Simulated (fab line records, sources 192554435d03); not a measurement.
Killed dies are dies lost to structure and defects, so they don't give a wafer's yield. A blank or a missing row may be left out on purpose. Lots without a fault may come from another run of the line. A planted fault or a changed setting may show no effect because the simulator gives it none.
Which tool did it? | flow n5_finfet | 10 lots, 30 wafers sampled, at 5 steps of a route of 1938

WHAT THE GAUGES READ, wafer by wafer
N5_BEOL_M7_THK_MEAS_01.
lot  | measured     | on            | M7_ILD_THK (nm)
L791 | day 9 17:02  | film_metro-02 | 148.8 151.6 154.4
L790 | day 10 00:54 | film_metro-01 | 151.8 156.2 155.0
L789 | day 10 22:56 | film_metro-01 | 153.9 157.2 158.1
L796 | day 10 22:59 | film_metro-02 | 152.4 153.3 154.5
L799 | day 11 20:13 | film_metro-02 | 146.2 153.6 152.3
L801 | day 12 15:32 | film_metro-02 | 150.7 143.2 153.3
L807 | day 13 23:49 | film_metro-02 | 152.5 156.3 157.8
L808 | day 14 17:10 | film_metro-01 | 150.2 152.7 154.2
L811 | day 15 12:50 | film_metro-01 | 151.7 152.9 152.6
L812 | day 15 13:06 | film_metro-02 | 153.7 157.2 156.7

WHICH TOOL RAN EACH LOT (tool, then ch and the chambers of the sampled wafers, then the start)
lot  | N5_BEOL_M6_ETCH_41                            | N5_BEOL_M6_SURFACE_TREAT_79  | N5_BEOL_M6_SPUTTER_48        | N5_BEOL_M7_ILD_DEP_00
L791 | rie_diel-05 ch 1,2, day 9 15:16 or earlier    | pvd_sputter-01, day 9 15:16  | pvd_sputter-01, day 9 15:26  | pecvd-02 ch 0,1,2, day 9 16:28
L790 | rie_diel-03 ch 0,1,2, day 9 23:07 or earlier  | pvd_sputter-02, day 9 23:07  | pvd_sputter-02, day 9 23:19  | pecvd-02 ch 0,1, day 10 00:18
L789 | rie_diel-05 ch 1,2,3, day 10 20:05 or earlier | pvd_sputter-03, day 10 20:05 | pvd_sputter-03, day 10 20:39 | pecvd-04 ch 0,1, day 10 21:53
L796 | rie_diel-03 ch 0,2, day 10 20:34 or earlier   | pvd_sputter-03, day 10 20:34 | pvd_sputter-03, day 10 20:51 | pecvd-03 ch 1,2, day 10 22:25
L799 | rie_diel-05 ch 0,3, day 11 18:17 or earlier   | pvd_sputter-03, day 11 18:17 | pvd_sputter-02, day 11 18:37 | pecvd-03 ch 0,1, day 11 19:38
L801 | rie_diel-05 ch 2,3, day 12 13:47 or earlier   | pvd_sputter-03, day 12 13:47 | pvd_sputter-03, day 12 13:58 | pecvd-03 ch 0,1,2, day 12 14:58
L807 | rie_diel-05 ch 0,1,2, day 13 21:46 or earlier | pvd_sputter-03, day 13 21:46 | pvd_sputter-02, day 13 21:59 | pecvd-04 ch 0,1, day 13 23:14
L808 | rie_diel-03 ch 0,1,3, day 14 14:29 or earlier | pvd_sputter-02, day 14 14:29 | pvd_sputter-03, day 14 14:58 | pecvd-02 ch 1,2, day 14 16:35
L811 | rie_diel-03 ch 0,2,3, day 15 10:35 or earlier | pvd_sputter-01, day 15 10:35 | pvd_sputter-01, day 15 10:56 | pecvd-03 ch 0,2, day 15 12:15
L812 | rie_diel-01 ch 0,2,3, day 15 10:53 or earlier | pvd_sputter-03, day 15 10:53 | pvd_sputter-03, day 15 11:08 | pecvd-04 ch 0,1, day 15 12:19
- N5_BEOL_M6_ETCH_41: etches SiCN in CH3F/O2, target depth 29.7 nm, time 52 s.
- N5_BEOL_M6_SURFACE_TREAT_79
- N5_BEOL_M6_SPUTTER_48: material Cu, target thk 10 nm, time 1.667 s.
- N5_BEOL_M7_ILD_DEP_00: deposits SiCOH lowk from DEMS/porogen, target thk 179.75 nm, time 33.4 s.

WHAT THE TOOLS THEMSELVES READ (means of the sampled wafers that have a number; where no wafer has one, the mark that the record gives instead)
N5_BEOL_M6_ETCH_41.
lot  | tool        | drypump_motor_current_A (A) | oes_product_au (a.u.) | rf_vpp_V (V) | showerhead_plenum_p_Torr (Torr) | throttle_valve_pct (%)
L791 | rie_diel-05 | 5.6                         | 0.86                  | 298.4        | 2.06                            | 16.31
L790 | rie_diel-03 | 5.4                         | 0.76                  | 297.7        | 2.03                            | 16.44
L789 | rie_diel-05 | 5.3                         | 0.83                  | 298.0        | 2.05                            | 16.35
L796 | rie_diel-03 | 5.6                         | 0.74                  | 298.8        | 2.05                            | 16.46
L799 | rie_diel-05 | 5.7                         | 0.80                  | 297.7        | 2.00                            | 16.52
L801 | rie_diel-05 | 5.3                         | 0.82                  | 299.4        | 2.12                            | 16.42
L807 | rie_diel-05 | 5.8                         | 0.79                  | 296.6        | 1.99                            | 16.44
L808 | rie_diel-03 | 5.7                         | 0.79                  | 299.1        | 2.07                            | 16.40
L811 | rie_diel-03 | 5.8                         | 0.77                  | 298.5        | 2.07                            | 16.53
L812 | rie_diel-01 | 5.5                         | 0.71                  | 298.0        | 2.04                            | 16.49

N5_BEOL_M6_SURFACE_TREAT_79.
lot  | tool           | ar_flow_sccm (sccm)
L791 | pvd_sputter-01 | 29.95
L790 | pvd_sputter-02 | 30.04
L789 | pvd_sputter-03 | 29.99
L796 | pvd_sputter-03 | 29.96
L799 | pvd_sputter-03 | 29.90
L801 | pvd_sputter-03 | 30.02
L807 | pvd_sputter-03 | 30.06
L808 | pvd_sputter-02 | 29.95
L811 | pvd_sputter-01 | 30.11
L812 | pvd_sputter-03 | 29.94

N5_BEOL_M6_SPUTTER_48.
lot  | tool           | chuck_gas_flow_sccm (sccm) | throttle_valve_pct (%)
L791 | pvd_sputter-01 | 1.36                       | 31.0
L790 | pvd_sputter-02 | 1.24                       | 29.3
L789 | pvd_sputter-03 | 1.32                       | 29.6
L796 | pvd_sputter-03 | 1.24                       | 29.9
L799 | pvd_sputter-02 | 1.26                       | 29.0
L801 | pvd_sputter-03 | 1.26                       | 30.1
L807 | pvd_sputter-02 | 1.25                       | 29.6
L808 | pvd_sputter-03 | 1.27                       | 29.8
L811 | pvd_sputter-01 | 1.29                       | 30.5
L812 | pvd_sputter-03 | 1.26                       | 29.2

N5_BEOL_M7_ILD_DEP_00.
lot  | tool     | heater_power_w (W) | showerhead_plenum_p_Torr (Torr) | showerhead_vpp_V (V) | susceptor_temp_C (C) | throttle_valve_pct (%)
L791 | pecvd-02 | 310                | 5.739                           | 1435                 | 300.14               | 13.5
L790 | pecvd-02 | 364                | 5.741                           | 1386                 | 300.01               | 13.6
L789 | pecvd-04 | 255                | 5.754                           | 1440                 | 300.06               | 15.5
L796 | pecvd-03 | 277                | 5.746                           | 1267                 | 300.13               | 13.3
L799 | pecvd-03 | 378                | 5.736                           | 1348                 | 302.13               | 13.7
L801 | pecvd-03 | 321                | 5.738                           | 1342                 | 302.37               | 13.4
L807 | pecvd-04 | 235                | 5.760                           | 1416                 | 300.13               | 15.4
L808 | pecvd-02 | 266                | 5.743                           | 1490                 | 299.86               | 13.6
L811 | pecvd-03 | 263                | 5.751                           | 1339                 | 300.11               | 13.2
L812 | pecvd-04 | 263                | 5.751                           | 1403                 | 300.17               | 14.6

THE ANSWER, worked out from the rows above alone
Rule: what is usual is taken from the lots themselves. Put in order of their means at a reading, lots are off if they are a third of the lots or fewer, leave a main group of 4 or more, and stand apart from it by a gap of 3 or more times the standard deviation of the main group's means; of several such gaps the widest counts. A main group whose means are all the same, to the digits that the tables above print for the reading, isn't used. A lot without any number at a reading at which 4 lots or more have one is off too. The other lots that the step has rows for count as sound. The gauges are gone through in route order, then the tools' own readings, and for those a lot's mean is taken as printed above. The first step at which some lot is off is used, and at that step the reading that is off furthest; a lot without a number counts as furthest.
Off: L799, L801, at N5_BEOL_M7_ILD_DEP_00 (susceptor_temp_C). The main group: mean 300.08 C, standard deviation 0.094.
A tool fits if, at that step or a process step before it, it ran every lot that is off, and no sound lot after the first of them. N5_BEOL_M6_ETCH_41 gives no start for some lots, so the hours and the order of its lots are those of N5_BEOL_M6_SURFACE_TREAT_79. None of those tried fits.

WHAT THE SIMULATOR HAD PUT IN
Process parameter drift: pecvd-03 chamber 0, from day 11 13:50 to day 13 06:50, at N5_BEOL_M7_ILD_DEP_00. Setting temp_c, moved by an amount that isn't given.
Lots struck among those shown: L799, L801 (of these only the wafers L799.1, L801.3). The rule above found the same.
